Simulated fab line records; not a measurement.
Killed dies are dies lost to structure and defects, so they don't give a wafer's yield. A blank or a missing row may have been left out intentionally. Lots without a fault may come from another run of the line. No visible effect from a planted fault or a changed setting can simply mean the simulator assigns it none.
Which of the tools did it? ; flow nand_harc ; Sampling: 24 lots, 72 wafers, 6 of 1302 route steps

== WHAT EACH GAUGE READ, for each wafer ==
NHARC_P_BONDPAD_CD_MEAS_09 targets a cd of 500 nm.
lot;measured;on;cd_nm (nm)
L074;day 6 19:45;cd_sem-02;500.5 502.5 500.3
L075;day 7 03:10;cd_sem-01;498.4 500.8 497.5
L076;day 7 07:02;cd_sem-03;501.1 499.5 500.8
L077;day 8 01:08;cd_sem-03;498.7 499.3 497.7
L078;day 8 15:33;cd_sem-01;502.2 501.7 501.8
L079;day 8 16:03;cd_sem-02;500.9 501.6 501.8
L080;day 9 03:17;cd_sem-01;498.7 499.8 500.6
L081;day 9 13:13;cd_sem-01;501.5 500.9 499.0
L082;day 9 18:44;cd_sem-01;501.7 499.0 500.3
L083;day 10 13:52;cd_sem-02;500.2 501.0 500.0
L084;day 10 18:41;cd_sem-02;503.5 499.8 501.1
L085;day 11 05:03;cd_sem-02;501.3 500.0 501.7
L086;day 11 08:42;cd_sem-02;499.3 499.3 500.5
L087;day 11 23:12;cd_sem-02;500.8 499.3 499.0
L088;day 12 16:09;cd_sem-03;499.9 497.0 498.1
L089;day 12 17:22;cd_sem-03;501.6 500.4 502.3
L090;day 13 09:19;cd_sem-03;498.4 499.5 498.5
L091;day 13 15:27;cd_sem-02;500.9 501.6 502.0
L092;day 14 09:40;cd_sem-02;498.3 499.5 498.3
L093;day 14 15:19;cd_sem-01;499.8 499.1 497.2
L094;day 14 22:31;cd_sem-02;501.2 501.7 499.1
L095;day 15 12:29;cd_sem-02;501.5 499.4 500.6
L096;day 15 21:25;cd_sem-01;501.3 501.9 501.0
L097;day 16 07:39;cd_sem-02;497.8 498.4 497.2

== TOOL THAT RAN EACH LOT (tool first, then ch and the chambers of the sampled wafers, then the start) ==
lot;NHARC_P_CONTACT_ETCH_35;NHARC_P_CONTACT_CMP_24;NHARC_P_M0_ETCH_34;NHARC_P_M2_ETCH_35;NHARC_P_M2_CMP_23
L074;rie_diel-11 ch 0,1,3, day 6 02:50;cmp-04 ch 2,3, day 6 05:24;rie_diel-01 ch 1,2,3, day 6 06:59;rie_diel-03 ch 1,2, day 6 15:25;cmp-01 ch 0,3, day 6 17:28
L075;rie_diel-10 ch 0,1,3, day 6 10:08;cmp-04 ch 1,2, day 6 12:44;rie_diel-08 ch 0,1,3, day 6 14:19;rie_diel-06 ch 0,3, day 6 22:52;cmp-04 ch 1,3, day 7 00:56
L076;rie_diel-02 ch 0,1,2, day 6 14:15;cmp-04 ch 1,2,3, day 6 16:50;rie_diel-08 ch 0,1,2, day 6 18:24;rie_diel-06 ch 0,2,3, day 7 02:46;cmp-02 ch 2,3, day 7 04:50
L077;rie_diel-11 ch 0,1,3, day 7 08:24;cmp-04 ch 0,2,3, day 7 11:07;rie_diel-08 ch 2,3, day 7 12:40;rie_diel-06 ch 1,2,3, day 7 20:45;cmp-02 ch 0,1,2, day 7 22:51
L078;rie_diel-11 ch 0,2, day 7 22:28;cmp-01 ch 2,3, day 8 01:17;rie_diel-08 ch 0,1,2, day 8 02:52;rie_diel-06 ch 1,2, day 8 11:17;cmp-04 ch 0,2,3, day 8 13:21
L079;rie_diel-02 ch 0,1,2, day 7 23:17;cmp-03 ch 0,1,3, day 8 01:55;rie_diel-08 ch 2,3, day 8 03:35;rie_diel-06 ch 1,2,3, day 8 11:53;cmp-01 ch 0,1,3, day 8 13:58
L080;rie_diel-02 ch 0,1,2, day 8 10:28;cmp-01 ch 1,2,3, day 8 13:08;rie_diel-08 ch 1,2,3, day 8 14:41;rie_diel-06 ch 0,1,2, day 8 22:59;cmp-04 ch 0,2,3, day 9 01:02
L081;rie_diel-10 ch 0,3, day 8 20:04;cmp-01 ch 0,1, day 8 22:50;rie_diel-01 ch 0,1,3, day 9 00:23;rie_diel-05 ch 0,1, day 9 08:55;cmp-02 ch 0,2,3, day 9 10:59
L082;rie_diel-10 ch 0,1, day 9 01:44;cmp-01 ch 1,2,3, day 9 04:30;rie_diel-01 ch 0,1,3, day 9 06:22;rie_diel-06 ch 0,2, day 9 14:31;cmp-02 ch 0,2, day 9 16:38
L083;rie_diel-10 ch 0,1,2, day 9 20:47;cmp-04 ch 0,1,2, day 9 23:25;rie_diel-12 ch 1,2, day 10 01:00;rie_diel-03 ch 0,1, day 10 09:25;cmp-01 ch 0,3, day 10 11:26
L084;rie_diel-11 ch 1,2,3, day 10 02:05;cmp-01 ch 0,3, day 10 04:43;rie_diel-08 ch 1,2,3, day 10 06:18;rie_diel-06 ch 1,2,3, day 10 14:23;cmp-01 ch 0,3, day 10 16:25
L085;rie_diel-02 ch 0,3, day 10 12:23;cmp-01 ch 0,1, day 10 14:59;rie_diel-08 ch 1,2,3, day 10 16:27;rie_diel-06 ch 0,1, day 11 00:44;cmp-01 ch 0,1,2, day 11 02:52
L086;rie_diel-02 ch 0,1,3, day 10 16:02;cmp-01 ch 2,3, day 10 18:38;rie_diel-08 ch 0,3, day 10 20:13;rie_diel-06 ch 2,3, day 11 04:26;cmp-02 ch 2,3, day 11 06:28
L087;rie_diel-11 ch 0,2,3, day 11 06:35;cmp-03 ch 2,3, day 11 09:13;rie_diel-08 ch 0,2,3, day 11 10:49;rie_diel-05 ch 2,3, day 11 19:02;cmp-01 ch 1,2, day 11 21:07
L088;rie_diel-02 ch 2,3, day 11 23:30;cmp-03 ch 1,3, day 12 02:07;rie_diel-01 ch 2,3, day 12 03:34;rie_diel-06 ch 1,2,3, day 12 11:43;cmp-02 ch 1,2,3, day 12 13:43
L089;rie_diel-10 ch 0,1, day 12 00:18;cmp-01 ch 1,2, day 12 02:53;rie_diel-08 ch 0,3, day 12 04:28;rie_diel-06 ch 0,1,2, day 12 12:53;cmp-02 ch 1,2,3, day 12 15:02
L090;rie_diel-11 ch 0,1, day 12 16:14;cmp-01 ch 0,2,3, day 12 18:52;rie_diel-08 ch 0,2, day 12 20:25;rie_diel-05 ch 0,3, day 13 05:01;cmp-04 ch 1,2,3, day 13 07:03
L091;rie_diel-02 ch 0,1,2, day 12 22:50;cmp-03 ch 1,2, day 13 01:26;rie_diel-01 ch 2,3, day 13 02:53;rie_diel-06 ch 0,2,3, day 13 11:16;cmp-04 ch 0,1,3, day 13 13:20
L092;rie_diel-10 ch 0,1,3, day 13 15:40;cmp-01 ch 0,1,3, day 13 18:19;rie_diel-08 ch 0,1,2, day 13 19:53;rie_diel-06 ch 0,1,2, day 14 04:25;cmp-01 ch 0,1,2, day 14 06:29
L093;rie_diel-10 ch 1,2,3, day 13 21:10;cmp-04 ch 0,2,3, day 13 23:48;rie_diel-08 ch 0,1,3, day 14 01:20;rie_diel-05 ch 1,2,3, day 14 10:45;cmp-02 ch 0,2, day 14 12:51
L094;rie_diel-11 ch 0,3, day 14 04:06;cmp-03 ch 0,2,3, day 14 06:47;rie_diel-08 ch 0,3, day 14 09:09;rie_diel-06 ch 1,3, day 14 18:11;cmp-01 ch 0,2, day 14 20:15
L095;rie_diel-02 ch 0,1,3, day 14 19:32;cmp-01 ch 1,2,3, day 14 22:11;rie_diel-08 ch 0,2,3, day 14 23:43;rie_diel-06 ch 0,2, day 15 08:08;cmp-02 ch 0,1,2, day 15 10:14
L096;rie_diel-02 ch 0,2,3, day 15 04:08;cmp-03 ch 0,1,2, day 15 06:44;rie_diel-08 ch 0,2,3, day 15 08:27;rie_diel-06 ch 0,1,3, day 15 17:13;cmp-02 ch 1,2,3, day 15 19:17
L097;rie_diel-02 ch 1,2, day 15 15:07;cmp-04 ch 0,2, day 15 17:43;rie_diel-08 ch 1,3, day 15 19:18;rie_diel-06 ch 1,2, day 16 03:31;cmp-04 ch 0,3, day 16 05:31
- NHARC_P_CONTACT_ETCH_35: etches the open film in CF4, target depth 39 nm, time 65 s.
- NHARC_P_CONTACT_CMP_24: polishes, t overpolish 30 s, target thk 200 nm.
- NHARC_P_M0_ETCH_34: etches the open film in N2/H2, target depth 40 nm, overetch 12 nm, time 43.94 s.
- NHARC_P_M2_ETCH_35: etches the open film in N2/H2, target depth 40 nm, overetch 12 nm, time 43.94 s.
- NHARC_P_M2_CMP_23: polishes, t overpolish 20 s, target thk 144.3 nm.

== WHAT THE TOOLS THEMSELVES READ (means of the sampled wafers that have a number; where no wafer has one, the mark that the record gives instead) ==
NHARC_P_CONTACT_ETCH_35.
lot;tool;drypump_motor_current_A (A);oes_product_au (a.u.);rf_vpp_V (V);showerhead_plenum_p_Torr (Torr);throttle_valve_pct (%)
L074;rie_diel-11;5.7;1.002;151.8;1.74;13.286
L075;rie_diel-10;5.9;0.999;152.1;1.83;13.284
L076;rie_diel-02;6.0;0.999;151.9;1.78;13.291
L077;rie_diel-11;5.7;0.995;151.3;1.74;13.286
L078;rie_diel-11;5.7;0.992;152.1;1.82;13.275
L079;rie_diel-02;6.0;1.001;150.7;1.78;13.286
L080;rie_diel-02;6.0;1.007;151.9;1.78;13.278
L081;rie_diel-10;5.7;0.996;152.3;1.83;13.283
L082;rie_diel-10;6.1;1.001;152.4;1.84;13.282
L083;rie_diel-10;5.7;0.993;152.7;1.85;13.287
L084;rie_diel-11;5.6;1.006;151.1;1.78;13.277
L085;rie_diel-02;6.2;0.998;151.6;1.82;13.281
L086;rie_diel-02;6.1;0.998;151.2;1.81;13.279
L087;rie_diel-11;5.5;0.994;151.3;1.82;13.285
L088;rie_diel-02;5.7;0.996;151.5;1.80;13.278
L089;rie_diel-10;5.9;1.007;153.0;1.85;13.293
L090;rie_diel-11;6.0;0.997;149.9;1.74;13.290
L091;rie_diel-02;6.0;1.003;151.8;1.78;13.291
L092;rie_diel-10;5.9;0.996;152.2;1.83;13.290
L093;rie_diel-10;5.7;0.984;151.7;1.83;13.292
L094;rie_diel-11;5.3;0.993;152.2;1.79;13.282
L095;rie_diel-02;6.2;0.996;150.8;1.81;13.284
L096;rie_diel-02;6.0;1.003;152.1;1.79;13.280
L097;rie_diel-02;5.7;1.000;150.9;1.79;13.277

NHARC_P_CONTACT_CMP_24.
lot;tool;motor_current_A (A);overpolish_run_s (s);time_to_endpoint_s (s)
L074;cmp-04;11.5;29.999;42.1
L075;cmp-04;10.6;29.989;44.1
L076;cmp-04;10.8;29.996;41.5
L077;cmp-04;10.7;30.005;40.3
L078;cmp-01;12.1;29.999;41.4
L079;cmp-03;13.0;30.000;41.7
L080;cmp-01;11.5;29.999;39.9
L081;cmp-01;13.1;29.997;44.4
L082;cmp-01;11.3;29.985;42.7
L083;cmp-04;10.6;30.010;42.2
L084;cmp-01;13.5;30.007;39.5
L085;cmp-01;12.5;29.992;40.6
L086;cmp-01;12.0;30.001;39.5
L087;cmp-03;11.9;30.004;43.1
L088;cmp-03;13.2;30.007;42.5
L089;cmp-01;11.9;30.008;39.8
L090;cmp-01;12.8;30.006;41.5
L091;cmp-03;12.8;30.010;39.4
L092;cmp-01;12.3;29.997;37.7
L093;cmp-04;11.1;30.003;42.6
L094;cmp-03;11.7;30.002;40.7
L095;cmp-01;11.4;29.997;41.8
L096;cmp-03;12.5;29.996;39.7
L097;cmp-04;10.2;29.989;37.7

NHARC_P_M0_ETCH_34.
lot;tool;drypump_motor_current_A (A);oes_product_au (a.u.);rf_vpp_V (V);showerhead_plenum_p_Torr (Torr);throttle_valve_pct (%)
L074;rie_diel-01;5.72;0.987;429.5;1.98;14.170
L075;rie_diel-08;5.79;1.005;432.6;2.08;14.170
L076;rie_diel-08;5.68;1.010;432.2;2.07;14.174
L077;rie_diel-08;5.50;1.002;434.8;2.17;14.173
L078;rie_diel-08;5.69;1.006;431.1;2.07;14.177
L079;rie_diel-08;5.48;1.013;433.9;2.17;14.175
L080;rie_diel-08;5.66;1.006;432.4;2.12;14.180
L081;rie_diel-01;5.58;0.991;428.5;1.95;14.169
L082;rie_diel-01;5.58;0.994;428.0;1.95;14.185
L083;rie_diel-12;5.74;1.005;432.0;2.13;14.168
L084;rie_diel-08;5.66;1.005;433.1;2.12;14.169
L085;rie_diel-08;5.68;1.005;433.5;2.12;14.166
L086;rie_diel-08;5.60;1.008;432.9;2.12;14.172
L087;rie_diel-08;5.51;1.003;432.6;2.12;14.166
L088;rie_diel-01;5.96;1.008;430.0;2.04;14.169
L089;rie_diel-08;5.62;0.992;433.4;2.12;14.177
L090;rie_diel-08;5.53;1.001;431.8;2.07;14.171
L091;rie_diel-01;5.86;1.000;428.8;1.99;14.165
L092;rie_diel-08;5.67;0.999;431.6;2.06;14.175
L093;rie_diel-08;5.79;1.007;430.2;2.07;14.174
L094;rie_diel-08;5.60;0.996;431.5;2.12;14.179
L095;rie_diel-08;5.51;0.994;432.0;2.12;14.173
L096;rie_diel-08;5.51;0.997;433.3;2.12;14.176
L097;rie_diel-08;5.94;1.000;431.2;2.06;14.168

NHARC_P_M2_ETCH_35.
lot;tool;drypump_motor_current_A (A);oes_product_au (a.u.);rf_vpp_V (V);showerhead_plenum_p_Torr (Torr);throttle_valve_pct (%)
L074;rie_diel-03;5.4;1.002;431.0;2.04;14.164
L075;rie_diel-06;5.3;1.007;430.1;2.04;14.173
L076;rie_diel-06;5.7;1.006;429.1;1.98;14.177
L077;rie_diel-06;5.6;1.000;429.5;2.00;14.170
L078;rie_diel-06;5.6;1.003;428.9;1.99;14.176
L079;rie_diel-06;5.6;1.011;429.4;2.00;14.167
L080;rie_diel-06;5.3;1.006;431.5;2.05;14.168
L081;rie_diel-05;5.8;1.002;432.2;2.08;14.177
L082;rie_diel-06;5.4;1.008;429.5;2.02;14.171
L083;rie_diel-03;6.4;1.008;431.8;2.09;14.173
L084;rie_diel-06;5.6;1.007;430.4;2.00;14.174
L085;rie_diel-06;4.9;1.002;432.0;2.10;14.170
L086;rie_diel-06;6.0;1.004;427.3;1.94;14.167
L087;rie_diel-05;5.5;0.998;434.8;2.19;14.171
L088;rie_diel-06;5.6;1.014;429.5;2.00;14.171
L089;rie_diel-06;5.3;1.007;430.4;2.04;14.162
L090;rie_diel-05;5.5;0.997;433.3;2.16;14.168
L091;rie_diel-06;5.6;1.008;429.5;1.98;14.164
L092;rie_diel-06;5.3;1.005;431.1;2.04;14.176
L093;rie_diel-05;5.7;0.993;433.7;2.14;14.171
L094;rie_diel-06;5.4;0.998;429.4;2.01;14.168
L095;rie_diel-06;5.4;1.003;430.4;2.02;14.161
L096;rie_diel-06;5.2;1.014;430.2;2.05;14.168
L097;rie_diel-06;5.2;1.014;431.3;2.07;14.171

NHARC_P_M2_CMP_23.
lot;tool;motor_current_A (A);time_to_endpoint_s (s)
L074;cmp-01;13.8;28.6
L075;cmp-04;11.3;30.7
L076;cmp-02;11.7;32.4
L077;cmp-02;11.3;28.5
L078;cmp-04;11.1;30.7
L079;cmp-01;12.0;29.5
L080;cmp-04;10.8;29.4
L081;cmp-02;11.8;29.8
L082;cmp-02;11.4;26.1
L083;cmp-01;13.1;28.2
L084;cmp-01;12.7;29.8
L085;cmp-01;12.7;29.5
L086;cmp-02;12.2;27.7
L087;cmp-01;11.9;30.3
L088;cmp-02;11.2;30.0
L089;cmp-02;11.9;27.2
L090;cmp-04;10.9;26.1
L091;cmp-04;11.3;28.9
L092;cmp-01;12.4;28.3
L093;cmp-02;11.4;28.8
L094;cmp-01;13.4;32.7
L095;cmp-02;11.5;25.1
L096;cmp-02;11.9;28.0
L097;cmp-04;10.6;30.0

== THE ANSWER, worked out from the rows above alone ==
Rule: the lots themselves supply what counts as usual. Put in order of their means at a reading, lots are off if they are a third of the lots or fewer, leave a main group of 4 or more, and stand apart from it by a gap of 3 or more times the standard deviation of the main group's means; of several such gaps the widest counts. Not used: any main group whose means are identical at the precision the tables above print for the reading. Also off: a lot with no number at a reading for which 4 or more lots have one. Any other lot the step has rows for is counted as sound. First the gauges in route order, then the tools' own readings, where a lot's mean is used as printed above. At the first step where some lot is off, the reading lying furthest off is the one used; lots without a number count as furthest.
None of the lots is off at any reading shown; this tells nothing.

== WHAT THE SIMULATOR HAD INSERTED ==
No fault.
